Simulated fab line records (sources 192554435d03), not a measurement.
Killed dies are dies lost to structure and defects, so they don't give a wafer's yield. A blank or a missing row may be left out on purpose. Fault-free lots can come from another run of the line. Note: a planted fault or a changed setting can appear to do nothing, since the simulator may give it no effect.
fab line records	flow n5Finfet
record lots=24	wafers=72	lastDay=20
route steps=1938 shown BEOL_M8@1388 BEOL_M9@1401
lots that met no fault: taken from a fault-free run of the same line
startH: the number of hours between the record's first day and the start of the first shown wafer of the lot	waitH: hours from the lot's prior step to this one	" unchanged from the row above	L1.1+2: several wafers, shown together as one row	- no value, or no start given	* or withheld: withheld	< > ~ a bound
route shown NAME@n: names a module that has steps shown in the file, with the first one's number in the route	usual: the fault-free wafers' mean and standard deviation	same: alike in all rows	chamber/n: place in a boat	sites: the reading at each site	_std_site: the standard deviation of these	_edge_site: inner sites' mean taken away from outer sites' mean	radiusMm: for every site, how far away it sits from the centre of the wafer	mask NAME#n: copy n	behind: the tool/chamber that last shaped the wafer	hold: why the lot was held/for how many hours/how that ended	device: which transistor (n, p or np) failed to switch	end of line: the tests these same wafers got at the end of their route	where a step has no rows: the recipe by itself	killed: not the wafer's yield, but the dies lost to structure and defects at the first sort	map: dies across one wafer; x = killed, . = not, _ = none there
set.NAME: the setting as run; set.NAME@STEP: as run at that earlier step	model.NAME: the simulator's own value behind a step, which no gauge read
a sample of lots followed through the steps of the route, with each step as a table and each wafer as a row
services: a tool's chamber out of use, with start hour (startH, from the record's first day; less than 0 if before it), hours out, and reason
## steps
# step N5_BEOL_M8_PRE_CLEAN_45
# recipe gas=H2/He	timeS=30	tempC=250
# usual heaterPowerW=340/30
lot.wafer	tool	chamber	startH	waitH	heaterPowerW
L075.2	pvdSputter-02	-	198.66	0.0	324
L075.5	"	-	"	"	323
L075.6	"	-	"	"	312
L074.2	pvdSputter-03	-	204.27	0.0	313
L074.4	"	-	"	"	369
L074.6	"	-	"	"	374
L076.2	pvdSputter-01	-	220.81	0.0	291
L076.3	"	-	"	"	353
L076.4	"	-	"	"	375
L078.1	pvdSputter-01	-	222.07	0.0	373
L078.2	"	-	"	"	354
L078.6	"	-	"	"	327
L077.2	pvdSputter-01	-	222.53	0.0	345
L077.4	"	-	"	"	295
L077.5	"	-	"	"	322
L079.2	pvdSputter-03	-	226.19	0.0	382
L079.3	"	-	"	"	365
L079.4	"	-	"	"	315
L080.1	pvdSputter-03	-	228.89	0.0	371
L080.3	"	-	"	"	375
L080.4	"	-	"	"	314
L081.3	pvdSputter-03	-	232.99	0.0	373
L081.5	"	-	"	"	367
L081.6	"	-	"	"	307
L082.1	pvdSputter-02	-	244.44	0.0	317
L082.3	"	-	"	"	351
L082.5	"	-	"	"	348
L083.3	pvdSputter-02	-	245.22	0.0	334
L083.4	"	-	"	"	354
L083.5	"	-	"	"	314
L084.2	pvdSputter-03	-	249.34	0.0	367
L084.5	"	-	"	"	372
L084.6	"	-	"	"	305
L085.1	pvdSputter-02	-	251.98	0.0	304
L085.3	"	-	"	"	323
L085.6	"	-	"	"	319
L087.1	pvdSputter-01	-	334.78	0.0	283
L087.2	"	-	"	"	346
L087.5	"	-	"	"	294
L086.1	pvdSputter-02	-	346.16	0.0	309
L086.5	"	-	"	"	351
L086.6	"	-	"	"	358
L088.1	pvdSputter-03	-	347.06	0.0	373
L088.2	"	-	"	"	309
L088.4	"	-	"	"	382
L093.3	pvdSputter-01	-	347.42	0.0	353
L093.4	"	-	"	"	326
L093.6	"	-	"	"	353
L089.3	pvdSputter-01	-	347.62	0.0	384
L089.4	"	-	"	"	347
L089.6	"	-	"	"	282
L096.1	pvdSputter-01	-	356.81	0.0	291
L096.5	"	-	"	"	300
L096.6	"	-	"	"	331
L094.1	pvdSputter-03	-	357.34	0.0	366
L094.4	"	-	"	"	311
L094.5	"	-	"	"	371
L091.3	pvdSputter-02	-	361.51	0.0	349
L091.5	"	-	"	"	343
L091.6	"	-	"	"	315
L090.2	pvdSputter-03	-	365.15	0.0	374
L090.4	"	-	"	"	371
L090.5	"	-	"	"	317
L095.3	pvdSputter-01	-	367.34	0.0	335
L095.5	"	-	"	"	291
L095.6	"	-	"	"	325
L097.4	pvdSputter-01	-	370.06	0.0	369
L097.5	"	-	"	"	294
L097.6	"	-	"	"	329
L092.1	pvdSputter-03	-	375.78	0.0	371
L092.3	"	-	"	"	371
L092.5	"	-	"	"	374
# step N5_BEOL_M8_SURFACE_TREAT_79
# recipe gas=Ar	timeS=*	ionEnergyEv=*	ionCurrentMaCm2=0.5	pressureMtorr=*	arFlowSccm=30
# usual throttleValvePct=*
lot.wafer	tool	chamber	startH	waitH	throttleValvePct
L075.2	pvdSputter-02	-	200.72	1.9	*
L075.5	"	-	"	"	*
L075.6	"	-	"	"	*
L074.2	pvdSputter-03	-	204.77	0.2	*
L074.4	"	-	"	"	*
L074.6	"	-	"	"	*
L076.2	pvdSputter-02	-	221.19	0.2	*
L076.3	"	-	"	"	*
L076.4	"	-	"	"	*
L078.1	pvdSputter-01	-	222.41	0.2	*
L078.2	"	-	"	"	*
L078.6	"	-	"	"	*
L077.2	pvdSputter-03	-	222.87	0.2	*
L077.4	"	-	"	"	*
L077.5	"	-	"	"	*
L079.2	pvdSputter-03	-	226.55	0.2	*
L079.3	"	-	"	"	*
L079.4	"	-	"	"	*
L080.1	pvdSputter-02	-	229.23	0.2	*
L080.3	"	-	"	"	*
L080.4	"	-	"	"	*
L081.3	pvdSputter-03	-	233.41	0.2	*
L081.5	"	-	"	"	*
L081.6	"	-	"	"	*
L082.1	pvdSputter-01	-	244.78	0.2	*
L082.3	"	-	"	"	*
L082.5	"	-	"	"	*
L083.3	pvdSputter-02	-	245.58	0.2	*
L083.4	"	-	"	"	*
L083.5	"	-	"	"	*
L084.2	pvdSputter-01	-	249.68	0.2	*
L084.5	"	-	"	"	*
L084.6	"	-	"	"	*
L085.1	pvdSputter-02	-	252.40	0.2	*
L085.3	"	-	"	"	*
L085.6	"	-	"	"	*
L087.1	pvdSputter-03	-	335.14	0.2	*
L087.2	"	-	"	"	*
L087.5	"	-	"	"	*
L086.1	pvdSputter-03	-	346.62	0.2	*
L086.5	"	-	"	"	*
L086.6	"	-	"	"	*
L088.1	pvdSputter-01	-	347.46	0.2	*
L088.2	"	-	"	"	*
L088.4	"	-	"	"	*
L093.3	pvdSputter-01	-	349.66	2.1	*
L093.4	"	-	"	"	*
L093.6	"	-	"	"	*
L089.3	pvdSputter-03	-	350.17	2.3	*
L089.4	"	-	"	"	*
L089.6	"	-	"	"	*
L096.1	pvdSputter-03	-	357.38	0.4	*
L096.5	"	-	"	"	*
L096.6	"	-	"	"	*
L094.1	pvdSputter-01	-	357.92	0.4	*
L094.4	"	-	"	"	*
L094.5	"	-	"	"	*
L091.3	pvdSputter-02	-	361.87	0.2	*
L091.5	"	-	"	"	*
L091.6	"	-	"	"	*
L090.2	pvdSputter-03	-	365.57	0.2	*
L090.4	"	-	"	"	*
L090.5	"	-	"	"	*
L095.3	pvdSputter-02	-	369.14	1.4	*
L095.5	"	-	"	"	*
L095.6	"	-	"	"	*
L097.4	pvdSputter-02	-	370.48	0.2	*
L097.5	"	-	"	"	*
L097.6	"	-	"	"	*
L092.1	pvdSputter-01	-	376.39	0.4	*
L092.3	"	-	"	"	*
L092.5	"	-	"	"	*
# step N5_BEOL_M8_SPUTTER_48
# recipe material=Cu	targetThkA=100	tempC=-20	biasV=60	powerW=26000	chamberPressurePa=0.13	timeS=1.667
# usual throttleValvePct=30.1/1
lot.wafer	tool	chamber	startH	waitH	throttleValvePct
L075.2	pvdSputter-03	-	200.89	0.1	30.6
L075.5	"	-	"	"	30.4
L075.6	"	-	"	"	29.4
L074.2	pvdSputter-02	-	204.99	0.1	31.3
L074.4	"	-	"	"	30.0
L074.6	"	-	"	"	27.9
L076.2	pvdSputter-02	-	221.50	0.2	31.4
L076.3	"	-	"	"	28.2
L076.4	"	-	"	"	30.6
L078.1	pvdSputter-03	-	222.60	0.1	30.8
L078.2	"	-	"	"	30.3
L078.6	"	-	"	"	29.0
L077.2	pvdSputter-01	-	223.16	0.1	30.5
L077.4	"	-	"	"	31.5
L077.5	"	-	"	"	31.2
L079.2	pvdSputter-03	-	226.73	0.1	30.4
L079.3	"	-	"	"	28.9
L079.4	"	-	"	"	31.0
L080.1	pvdSputter-02	-	229.41	0.1	27.9
L080.3	"	-	"	"	31.3
L080.4	"	-	"	"	30.5
L081.3	pvdSputter-03	-	233.83	0.3	30.8
L081.5	"	-	"	"	29.0
L081.6	"	-	"	"	30.9
L082.1	pvdSputter-01	-	244.95	0.1	31.8
L082.3	"	-	"	"	30.9
L082.5	"	-	"	"	30.6
L083.3	pvdSputter-01	-	245.81	0.1	31.7
L083.4	"	-	"	"	31.2
L083.5	"	-	"	"	31.7
L084.2	pvdSputter-03	-	249.86	0.1	29.8
L084.5	"	-	"	"	29.7
L084.6	"	-	"	"	30.4
L085.1	pvdSputter-02	-	252.57	0.1	31.3
L085.3	"	-	"	"	28.1
L085.6	"	-	"	"	30.3
L087.1	pvdSputter-01	-	335.44	0.1	31.2
L087.2	"	-	"	"	31.7
L087.5	"	-	"	"	31.1
L086.1	pvdSputter-03	-	346.94	0.2	29.3
L086.5	"	-	"	"	30.6
L086.6	"	-	"	"	29.6
L088.1	pvdSputter-01	-	347.74	0.2	30.7
L088.2	"	-	"	"	31.4
L088.4	"	-	"	"	31.5
L093.3	pvdSputter-03	-	350.53	0.5	30.8
L093.4	"	-	"	"	30.3
L093.6	"	-	"	"	30.4
L089.3	pvdSputter-03	-	350.69	0.1	29.7
L089.4	"	-	"	"	30.4
L089.6	"	-	"	"	31.0
L096.1	pvdSputter-02	-	358.42	0.1	27.9
L096.5	"	-	"	"	30.1
L096.6	"	-	"	"	30.7
L094.1	pvdSputter-02	-	359.02	0.1	31.2
L094.4	"	-	"	"	28.2
L094.5	"	-	"	"	28.4
L091.3	pvdSputter-03	-	362.09	0.1	30.2
L091.5	"	-	"	"	30.7
L091.6	"	-	"	"	28.9
L090.2	pvdSputter-01	-	365.92	0.2	31.4
L090.4	"	-	"	"	30.6
L090.5	"	-	"	"	28.1
L095.3	pvdSputter-01	-	369.40	0.1	31.5
L095.5	"	-	"	"	30.6
L095.6	"	-	"	"	31.4
L097.4	pvdSputter-03	-	370.72	0.1	29.5
L097.5	"	-	"	"	29.1
L097.6	"	-	"	"	30.0
L092.1	pvdSputter-03	-	376.99	0.1	30.4
L092.3	"	-	"	"	29.1
L092.5	"	-	"	"	30.3
# step N5_BEOL_M8_INSPECT_58
# recipe inspectInstrument=darkfield	mode=postDep
# usual rawDefectCount=76/30
lot.wafer	tool	chamber	startH	waitH	rawDefectCount
L075.2	defectInspect-02	-	201.85	0.0	65
L075.5	"	-	"	"	123
L075.6	"	-	"	"	63
L074.2	defectInspect-02	-	206.39	0.0	176
L074.4	"	-	"	"	77
L074.6	"	-	"	"	184
L076.2	defectInspect-02	-	222.94	0.0	91
L076.3	"	-	"	"	70
L076.4	"	-	"	"	99
L078.1	defectInspect-02	-	224.00	0.0	102
L078.2	"	-	"	"	162
L078.6	"	-	"	"	133
L077.2	defectInspect-01	-	224.27	0.0	49
L077.4	"	-	"	"	52
L077.5	"	-	"	"	58
L079.2	defectInspect-02	-	227.79	0.0	72
L079.3	"	-	"	"	58
L079.4	"	-	"	"	65
L080.1	defectInspect-02	-	230.44	0.0	107
L080.3	"	-	"	"	81
L080.4	"	-	"	"	81
L081.3	defectInspect-01	-	234.98	0.0	86
L081.5	"	-	"	"	61
L081.6	"	-	"	"	79
L082.1	defectInspect-02	-	246.58	0.0	69
L082.3	"	-	"	"	78
L082.5	"	-	"	"	76
L083.3	defectInspect-02	-	246.85	0.0	43
L083.4	"	-	"	"	63
L083.5	"	-	"	"	61
L084.2	defectInspect-02	-	250.82	0.0	78
L084.5	"	-	"	"	74
L084.6	"	-	"	"	73
L085.1	defectInspect-02	-	254.00	0.0	52
L085.3	"	-	"	"	64
L085.6	"	-	"	"	57
L087.1	defectInspect-01	-	336.40	0.0	101
L087.2	"	-	"	"	120
L087.5	"	-	"	"	73
L086.1	defectInspect-01	-	348.16	0.0	43
L086.5	"	-	"	"	47
L086.6	"	-	"	"	73
L088.1	defectInspect-01	-	348.71	0.0	57
L088.2	"	-	"	"	25
L088.4	"	-	"	"	87
L093.3	defectInspect-01	-	351.59	0.0	79
L093.4	"	-	"	"	120
L093.6	"	-	"	"	52
L089.3	defectInspect-02	-	351.84	0.0	57
L089.4	"	-	"	"	66
L089.6	"	-	"	"	59
L096.1	defectInspect-01	-	359.79	0.0	117
L096.5	"	-	"	"	115
L096.6	"	-	"	"	102
L094.1	defectInspect-01	-	360.64	0.0	74
L094.4	"	-	"	"	40
L094.5	"	-	"	"	32
L091.3	defectInspect-01	-	363.34	0.0	56
L091.5	"	-	"	"	50
L091.6	"	-	"	"	64
L090.2	defectInspect-01	-	367.15	0.0	102
L090.4	"	-	"	"	84
L090.5	"	-	"	"	74
L095.3	defectInspect-01	-	370.49	0.0	46
L095.5	"	-	"	"	108
L095.6	"	-	"	"	70
L097.4	defectInspect-02	-	371.92	0.0	75
L097.5	"	-	"	"	44
L097.6	"	-	"	"	62
L092.1	defectInspect-01	-	378.56	0.0	32
L092.3	"	-	"	"	49
L092.5	"	-	"	"	41
# step N5_BEOL_M9_ILD_DEP_00
# recipe material=SiCOH_lowk	targetThkA=3085.1	tempC=300	precursor=DEMS/porogen	pressureTorr=5	rfW=500	timeS=58
# usual heaterPowerW=308/34	showerheadPlenumPTorr=5.731/0.015	throttleValvePct=13.8/0.65
lot.wafer	tool	chamber	startH	waitH	heaterPowerW	showerheadPlenumPTorr	throttleValvePct
L075.2	pecvd-02	1	201.89	0.0	334	5.708	13.9
L075.5	"	0	"	"	312	5.734	14.2
L075.6	"	1	"	"	259	5.720	13.7
L074.2	pecvd-03	2	206.43	0.0	312	5.711	13.0
L074.4	"	2	"	"	238	5.701	13.3
L074.6	"	1	"	"	272	5.712	12.9
L076.2	pecvd-02	0	222.97	0.0	283	5.740	14.2
L076.3	"	1	"	"	301	5.721	13.9
L076.4	"	0	"	"	288	5.743	14.3
L078.1	pecvd-04	1	224.04	0.0	350	5.731	14.9
L078.2	"	0	"	"	259	5.753	13.8
L078.6	"	0	"	"	273	5.741	13.6
L077.2	pecvd-02	0	224.31	0.0	286	5.750	14.2
L077.4	"	1	"	"	264	5.708	13.7
L077.5	"	2	"	"	332	5.747	13.3
L079.2	pecvd-04	2	227.83	0.0	335	5.722	13.4
L079.3	"	0	"	"	283	5.738	13.1
L079.4	"	2	"	"	340	5.735	13.5
L080.1	pecvd-03	0	230.48	0.0	359	5.720	14.1
L080.3	"	2	"	"	270	5.718	13.2
L080.4	"	0	"	"	364	5.749	13.8
L081.3	pecvd-04	0	235.01	0.0	272	5.746	13.6
L081.5	"	2	"	"	353	5.724	13.5
L081.6	"	0	"	"	277	5.744	13.2
L082.1	pecvd-04	2	246.62	0.0	347	5.720	13.4
L082.3	"	1	"	"	302	5.720	15.1
L082.5	"	2	"	"	360	5.724	13.5
L083.3	pecvd-02	2	246.91	0.1	306	5.732	13.4
L083.4	"	0	"	"	289	5.730	14.1
L083.5	"	0	"	"	287	5.737	14.3
L084.2	pecvd-04	2	250.85	0.0	353	5.740	13.4
L084.5	"	1	"	"	294	5.729	15.0
L084.6	"	2	"	"	358	5.731	13.4
L085.1	pecvd-03	2	254.04	0.0	300	5.718	13.0
L085.3	"	1	"	"	289	5.693	13.2
L085.6	"	0	"	"	381	5.734	14.0
L087.1	pecvd-02	2	336.44	0.0	285	5.740	13.4
L087.2	"	1	"	"	312	5.726	13.6
L087.5	"	1	"	"	323	5.699	13.6
L086.1	pecvd-02	0	348.20	0.0	295	5.737	14.2
L086.5	"	1	"	"	316	5.715	13.6
L086.6	"	0	"	"	292	5.751	14.6
L088.1	pecvd-03	1	348.75	0.0	271	5.704	12.9
L088.2	"	2	"	"	289	5.716	13.3
L088.4	"	1	"	"	281	5.711	12.9
L093.3	pecvd-04	0	351.62	0.0	273	5.747	13.4
L093.4	"	0	"	"	278	5.759	13.4
L093.6	"	2	"	"	317	5.715	13.4
L089.3	pecvd-04	0	351.88	0.0	277	5.749	13.2
L089.4	"	1	"	"	312	5.741	15.1
L089.6	"	0	"	"	281	5.750	13.0
L096.1	pecvd-04	1	359.82	0.0	311	5.715	15.0
L096.5	"	2	"	"	355	5.726	13.7
L096.6	"	1	"	"	313	5.734	15.1
L094.1	pecvd-03	2	360.68	0.0	315	5.699	13.3
L094.4	"	1	"	"	258	5.708	12.8
L094.5	"	2	"	"	237	5.705	13.5
L091.3	pecvd-02	0	363.37	0.0	236	5.732	14.5
L091.5	"	2	"	"	323	5.748	13.4
L091.6	"	0	"	"	250	5.752	14.5
L090.2	pecvd-04	0	367.19	0.0	275	5.748	13.5
L090.4	"	2	"	"	312	5.722	13.5
L090.5	"	1	"	"	364	5.712	14.9
L095.3	pecvd-02	1	370.53	0.0	285	5.733	13.8
L095.5	"	1	"	"	302	5.724	13.8
L095.6	"	0	"	"	289	5.753	14.8
L097.4	pecvd-04	2	371.99	0.1	316	5.734	13.6
L097.5	"	0	"	"	292	5.750	13.3
L097.6	"	1	"	"	363	5.735	15.2
L092.1	pecvd-02	0	378.60	0.0	299	5.746	14.3
L092.3	"	2	"	"	351	5.739	13.8
L092.5	"	0	"	"	238	5.740	14.7
# step N5_BEOL_M9_CURE_71
# recipe tempC=385	timeS=240	ambient=He/Ar	material=SiCOH_lowk
# usual lampPowerPct=52.31/0.054	wafer_temp_C_max=386.8/0.56
lot.wafer	tool	chamber	startH	waitH	lampPowerPct	wafer_temp_C_max
L075.2	uvCure-02	1	202.05	0.1	52.39	387.0
L075.5	"	1	"	"	52.30	387.8
L075.6	"	1	"	"	52.33	387.8
L074.2	uvCure-01	1	206.58	0.1	52.35	387.0
L074.4	"	1	"	"	52.38	386.3
L074.6	"	1	"	"	52.31	386.8
L076.2	uvCure-01	1	223.13	0.1	52.31	386.3
L076.3	"	1	"	"	52.32	386.7
L076.4	"	1	"	"	52.31	386.2
L078.1	uvCure-03	1	224.11	0.0	52.28	387.4
L078.2	"	1	"	"	52.37	387.8
L078.6	"	1	"	"	52.45	387.4
L077.2	uvCure-01	1	224.46	0.1	52.33	386.0
L077.4	"	1	"	"	52.28	387.1
L077.5	"	1	"	"	52.22	386.0
L079.2	uvCure-02	0	228.04	0.2	52.37	385.9
L079.3	"	0	"	"	52.36	386.1
L079.4	"	0	"	"	52.23	385.9
L080.1	uvCure-01	1	230.66	0.2	52.29	386.2
L080.3	"	1	"	"	52.35	386.8
L080.4	"	1	"	"	52.32	386.5
L081.3	uvCure-02	1	235.25	0.2	52.35	387.1
L081.5	"	1	"	"	52.26	387.1
L081.6	"	1	"	"	52.33	387.0
L082.1	uvCure-01	0	246.69	0.0	52.32	386.6
L082.3	"	0	"	"	52.30	386.6
L082.5	"	0	"	"	52.37	386.5
L083.3	uvCure-02	1	247.15	0.2	52.30	387.5
L083.4	"	1	"	"	52.28	387.3
L083.5	"	1	"	"	52.34	386.9
L084.2	uvCure-02	1	251.01	0.1	52.31	387.2
L084.5	"	1	"	"	52.30	388.0
L084.6	"	1	"	"	52.31	387.7
L085.1	uvCure-01	2	254.12	0.0	52.20	386.5
L085.3	"	2	"	"	52.22	386.8
L085.6	"	2	"	"	52.32	386.7
L087.1	uvCure-01	0	336.52	0.0	52.26	387.0
L087.2	"	0	"	"	52.25	386.3
L087.5	"	0	"	"	52.29	387.1
L086.1	uvCure-03	0	348.40	0.2	52.32	386.6
L086.5	"	0	"	"	52.33	386.7
L086.6	"	0	"	"	52.35	386.7
L088.1	uvCure-02	1	349.27	0.5	52.31	387.0
L088.2	"	1	"	"	52.28	387.1
L088.4	"	1	"	"	52.37	386.7
L093.3	uvCure-03	1	351.86	0.2	52.31	387.0
L093.4	"	1	"	"	52.31	387.4
L093.6	"	1	"	"	52.29	388.0
L089.3	uvCure-02	0	352.12	0.2	52.46	386.1
L089.4	"	0	"	"	52.32	386.0
L089.6	"	0	"	"	52.38	385.8
L096.1	uvCure-03	0	359.90	0.0	52.37	386.7
L096.5	"	0	"	"	52.25	386.8
L096.6	"	0	"	"	52.28	386.2
L094.1	uvCure-02	2	361.13	0.4	52.25	386.7
L094.4	"	2	"	"	52.28	386.7
L094.5	"	2	"	"	52.29	386.5
L091.3	uvCure-02	2	363.61	0.2	52.31	386.8
L091.5	"	2	"	"	52.28	386.5
L091.6	"	2	"	"	52.31	386.5
L090.2	uvCure-03	0	367.34	0.1	52.29	386.5
L090.4	"	0	"	"	52.40	386.3
L090.5	"	0	"	"	52.36	386.6
L095.3	uvCure-03	0	370.93	0.4	52.31	386.3
L095.5	"	0	"	"	52.28	387.0
L095.6	"	0	"	"	52.19	386.9
L097.4	uvCure-03	0	372.52	0.5	52.36	386.4
L097.5	"	0	"	"	52.21	386.7
L097.6	"	0	"	"	52.35	387.0
L092.1	uvCure-01	1	378.68	0.0	52.22	386.0
L092.3	"	1	"	"	52.41	386.5
L092.5	"	1	"	"	52.22	386.1
## services
tool	chamber	startH	hours	kind
uvCure-02	-	187.69	1.0	pm
uvCure-01	-	200.22	0.7	repair
pecvd-03	0	216.13	2.1	scheduledDown
pecvd-02	1	244.20	30.8	repair
uvCure-03	-	251.06	6.0	pm
pecvd-04	2	254.70	2.1	scheduledDown
uvCure-03	-	261.03	0.3	repair
uvCure-03	-	265.21	7.5	pm
pecvd-03	2	275.27	8.4	repair
uvCure-01	-	285.43	2.8	pm
pecvd-03	2	287.88	5.5	scheduledDown
pecvd-04	-	289.65	1.4	repair
pvdSputter-01	-	303.96	11.5	repair
pecvd-03	0	315.61	23.5	repair
pecvd-02	2	318.73	2.1	scheduledDown
uvCure-03	-	319.34	2.8	repair
uvCure-01	-	348.22	4.9	repair
uvCure-03	-	350.09	1.0	pm
pecvd-03	-	355.61	1.0	repair
uvCure-01	-	372.58	6.0	pm
pecvd-03	1	376.44	2.1	scheduledDown
## key
fault none
